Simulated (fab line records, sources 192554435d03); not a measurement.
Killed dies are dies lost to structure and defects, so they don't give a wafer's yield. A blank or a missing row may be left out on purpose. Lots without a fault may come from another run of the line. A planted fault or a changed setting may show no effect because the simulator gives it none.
Chamber matching | flow n5_finfet | N5_BEOL_M1_STRIP_36 on rie_diel-06: 4 sister chambers
The step strips in N2/H2. 4 wafers are shown with their chamber, then 10 later ones without.

WAFERS WITH THEIR CHAMBER
wafer  | chamber | drypump_motor_current_A (A)
L080.6 | 2       | 6.1
L089.6 | 0       | 5.3
L092.1 | 3       | 6.0
L092.2 | 1       | 6.5

WAFERS WITHOUT THEIR CHAMBER
wafer  | drypump_motor_current_A (A)
L092.6 | 6.1
L094.1 | 5.2
L094.2 | 6.1
L094.5 | 6.0
L095.2 | 6.1
L095.5 | 6.1
L095.6 | 6.0
L096.2 | 6.5
L096.4 | 5.3
L096.5 | 6.0

WHICH CHAMBER EACH WENT THROUGH
wafer  | from the rows above | in truth
L092.6 | 2                   | 2
L094.1 | 0                   | 0
L094.2 | 2                   | 2
L094.5 | 3                   | 3
L095.2 | 2                   | 2
L095.5 | 2                   | 2
L095.6 | 3                   | 3
L096.2 | 1                   | 1
L096.4 | 0                   | 0
L096.5 | 3                   | 3
Placed correctly: 10 of 10. Can't be placed from these rows: 0. Placed wrongly: 0.
How it was worked out, from the rows above alone: a wafer's distance from a chamber is the root of the sum, over the readings, of the square of ((its reading less the chamber's mean) divided by the reading's scatter). The wafer belongs to the nearest chamber; if the next one is less than 2 further off, it can't be placed. A chamber's mean is the mean of its shown wafers. The scatter: with one shown wafer a chamber, the root of the mean of the squares of how far each hidden wafer lies from its nearest shown one.
